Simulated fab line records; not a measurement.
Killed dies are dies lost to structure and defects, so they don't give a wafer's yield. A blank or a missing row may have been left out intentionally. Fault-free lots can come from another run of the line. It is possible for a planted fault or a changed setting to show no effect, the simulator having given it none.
What tool caused it?	flow nandHarc	Sampling: 12 lots, 36 wafers, 5 of 1302 route steps

== WHAT THE GAUGES SHOWED, per wafer ==
NHARC_A_M1_CD_MEAS_16. Usual: cdNm at 119.4 nm, with a standard deviation of 0.84.
lot	measured	on	cdNm (nm)	flag
L930	day 23 06:17	cdSem-03	119.8 119.6 119.9	
L932	day 24 00:49	cdSem-02	118.8 119.7 119.8	
L933	day 24 03:35	cdSem-03	119.3 120.6 119.2	
L935	day 24 16:47	cdSem-03	118.7 118.5 120.0	
L936	day 24 18:02	cdSem-02	119.1 119.6 120.0	
L938	day 25 23:12	cdSem-01	120.7 120.9 119.6	
L937	day 26 02:17	cdSem-02	119.8 120.3 119.5	
L946	day 29 05:59	cdSem-02	120.1 120.4 120.5	
L947	day 29 06:38	cdSem-03	119.0 118.4 118.8	
L948	day 30 10:02	cdSem-03	118.8 118.7 118.9	
L949	day 30 22:52	cdSem-02	120.0 120.0 118.4	
L953	day 32 09:00	cdSem-02	118.9 119.8 119.9	

NHARC_END_SORT_01. Usual: defectLimitedYield 91 %, standard deviation 3; killedAtArray 54, standard deviation 21; killedAtOther 1.0, standard deviation 1.2; killedAtPeriphery 3.6, standard deviation 2.6; killedDies 58, standard deviation 20; killedOpen 3.3, standard deviation 1.9; killedShort 2.6, standard deviation 1.5; sort_bin_2_pct 3.1 %, standard deviation 1.4; sort_bin_3_pct 0.6 %, standard deviation 0.37; sort_bin_4_pct 4.9 %, standard deviation 1.6; sortNPass 619, standard deviation 20; sortRimYieldPct 91 %, standard deviation 4.3; sortYieldPct 91 %, standard deviation 3.
lot	measured	on	defectLimitedYield (%)	killedAtArray	killedAtOther	killedAtPeriphery	killedDies	killedOpen	killedShort	sort_bin_2_pct (%)	sort_bin_3_pct (%)	sort_bin_4_pct (%)	sortNPass	sortRimYieldPct (%)	sortYieldPct (%)	flag
L947	day 30 18:21	prober-01	94 93 93	41 42 44	0 1 2	3 4 4	44 47 50	2 4 1	2 2 3	2.1 2.8 2.7	0.6 0.1 0.6	3.8 4.0 4.1	633 630 627	95 95 92	94 93 93	
L948	day 31 20:32	prober-02	89 91 90	66 58 69	1 2 0	6 3 1	73 63 70	6 2 6	2 4 4	4.0 3.5 4.6	0.6 0.4 1.0	6.2 5.3 4.7	604 614 607	83 86 84	89 91 90	

== EACH LOT AND THE TOOL THAT RAN IT (in order: tool; ch and the chambers of the sampled wafers; start) ==
lot	NHARC_A_BONDPAD_DEP_00	NHARC_A_BONDPAD_DEGAS_25	NHARC_HYBRID_BOND_ACTIVATE_00
L930	pecvd-04 ch 0,1,2, day 23 11:55 or earlier	pvdSputter-01, day 23 11:55	rieDiel-03 ch 0,1,2, day 23 13:35
L932	pecvd-01 ch 1,2, day 24 03:47	pvdSputter-01, day 24 06:03	rieDiel-06 ch 0,2,3, day 24 07:55
L933	pecvd-01 ch 0,1,2, day 24 06:35	pvdSputter-02, day 24 08:56	rieDiel-06 ch 1,2, day 24 10:38
L935	pecvd-04 ch 1,2, day 24 19:52	pvdSputter-02, day 24 22:13	rieDiel-06 ch 1,3, day 24 23:56
L936	pecvd-03 ch 0,1,2, day 24 23:26 or earlier	pvdSputter-02, day 24 23:26	rieDiel-06 ch 0,2,3, day 25 01:08
L938	pecvd-03 ch 1,2, day 26 04:38 or earlier	pvdSputter-03, day 26 04:38	rieDiel-06 ch 0,1,2, day 26 06:22
L937	pecvd-01 ch 0,1,2, day 26 05:24	pvdSputter-02, day 26 07:46	rieDiel-06 ch 1,3, day 26 09:28
L946	pecvd-04 ch 0,1, day 29 11:43 or earlier	pvdSputter-03, day 29 11:43	rieDiel-06 ch 0,3, day 29 13:24
L947	pecvd-03 ch 0,1,2, day 29 12:01 or earlier	pvdSputter-02, day 29 12:01	rieDiel-06 ch 0,1,3, day 29 13:42
L948	pecvd-03 ch 0,1,2, day 30 13:04	pvdSputter-02, day 30 15:25	rieDiel-06 ch 0,1,2, day 30 17:06
L949	pecvd-01 ch 0,1,2, day 31 01:59	pvdSputter-02, day 31 04:16	rieDiel-03 ch 0,1,2, day 31 05:57
L953	pecvd-03 ch 0,1,2, day 32 13:16	pvdSputter-03, day 32 15:41	rieDiel-06 ch 0,2,3, day 32 17:23
- NHARC_A_BONDPAD_DEP_00: deposits SiCN, target thk 250 nm.
- NHARC_A_BONDPAD_DEGAS_25: time 60 s.
- NHARC_HYBRID_BOND_ACTIVATE_00: chemistry N2, time 60 s.

== WHAT THE TOOLS THEMSELVES READ (means of the sampled wafers that have a number; where no wafer has one, the mark that the record gives instead) ==
NHARC_A_BONDPAD_DEP_00. Usual: heaterPowerW at 578 W, with a standard deviation of 80.
lot	tool	heaterPowerW (W)	flag
L930	pecvd-04	558	
L932	pecvd-01	620	
L933	pecvd-01	573	
L935	pecvd-04	583	
L936	pecvd-03	591	
L938	pecvd-03	691	
L937	pecvd-01	554	
L946	pecvd-04	589	
L947	pecvd-03	593	
L948	pecvd-03	624	
L949	pecvd-01	537	
L953	pecvd-03	590	

NHARC_A_BONDPAD_DEGAS_25. Usual: heaterPowerW at 470 W, with a standard deviation of 40.
lot	tool	heaterPowerW (W)	flag
L930	pvdSputter-01	454	
L932	pvdSputter-01	456	
L933	pvdSputter-02	459	
L935	pvdSputter-02	487	
L936	pvdSputter-02	481	
L938	pvdSputter-03	455	
L937	pvdSputter-02	465	
L946	pvdSputter-03	504	
L947	pvdSputter-02	465	
L948	pvdSputter-02	477	
L949	pvdSputter-02	469	
L953	pvdSputter-03	478	

NHARC_HYBRID_BOND_ACTIVATE_00. Usual: drypumpMotorCurrentA 5.9 A, standard deviation 0.34; oesProductAu 0.999 a.u., standard deviation 0.0082; rfVppV 64.0 V, standard deviation 0.86; runLengthS 81.0 s, standard deviation 0.35; showerheadPlenumPTorr 1.73 Torr, standard deviation 0.065.
lot	tool	drypumpMotorCurrentA (A)	oesProductAu (a.u.)	rfVppV (V)	runLengthS (s)	showerheadPlenumPTorr (Torr)	flag
L930	rieDiel-03	6.1	0.999	64.6	80.9	1.77	
L932	rieDiel-06	5.8	0.999	64.0	81.3	1.75	
L933	rieDiel-06	6.0	0.992	63.7	81.3	1.73	
L935	rieDiel-06	5.8	1.007	64.2	80.7	1.68	
L936	rieDiel-06	5.9	1.000	64.2	86.8	1.75	OFF
L938	rieDiel-06	6.1	1.004	64.4	86.9	1.70	OFF
L937	rieDiel-06	5.8	1.006	63.9	86.9	1.68	OFF
L946	rieDiel-06	5.9	0.997	63.9	81.2	1.72	
L947	rieDiel-06	5.8	0.998	63.4	81.0	1.70	
L948	rieDiel-06	6.1	1.003	63.9	81.0	1.70	
L949	rieDiel-03	6.2	1.000	64.2	80.9	1.75	
L953	rieDiel-06	5.9	1.001	65.0	81.1	1.74	

== THE ANSWER, worked out from the rows above alone ==
Rule: lot off if the mean of its wafers having a number is beyond 3 standard deviations from the usual mean. Also off: a lot with no number at a reading for which 4 or more lots have one. The other lots that the step has rows for count as sound. The gauges are gone through in route order, then the tools' own readings, and for those a lot's mean is taken as printed above. The first step at which some lot is off is used, and at that step the reading that is off furthest; a lot without a number counts as furthest.
Off: L936, L938, L937 (NHARC_HYBRID_BOND_ACTIVATE_00, runLengthS).
If a tool, at that step or one of the process steps before it, ran each lot that is off and ran no sound lot following the first of them, it fits. NHARC_A_BONDPAD_DEP_00: start missing for some lots; hours and lot order therefore follow NHARC_A_BONDPAD_DEGAS_25. Of those tried, none fits.

== WHAT THE SIMULATOR HAD INSERTED ==
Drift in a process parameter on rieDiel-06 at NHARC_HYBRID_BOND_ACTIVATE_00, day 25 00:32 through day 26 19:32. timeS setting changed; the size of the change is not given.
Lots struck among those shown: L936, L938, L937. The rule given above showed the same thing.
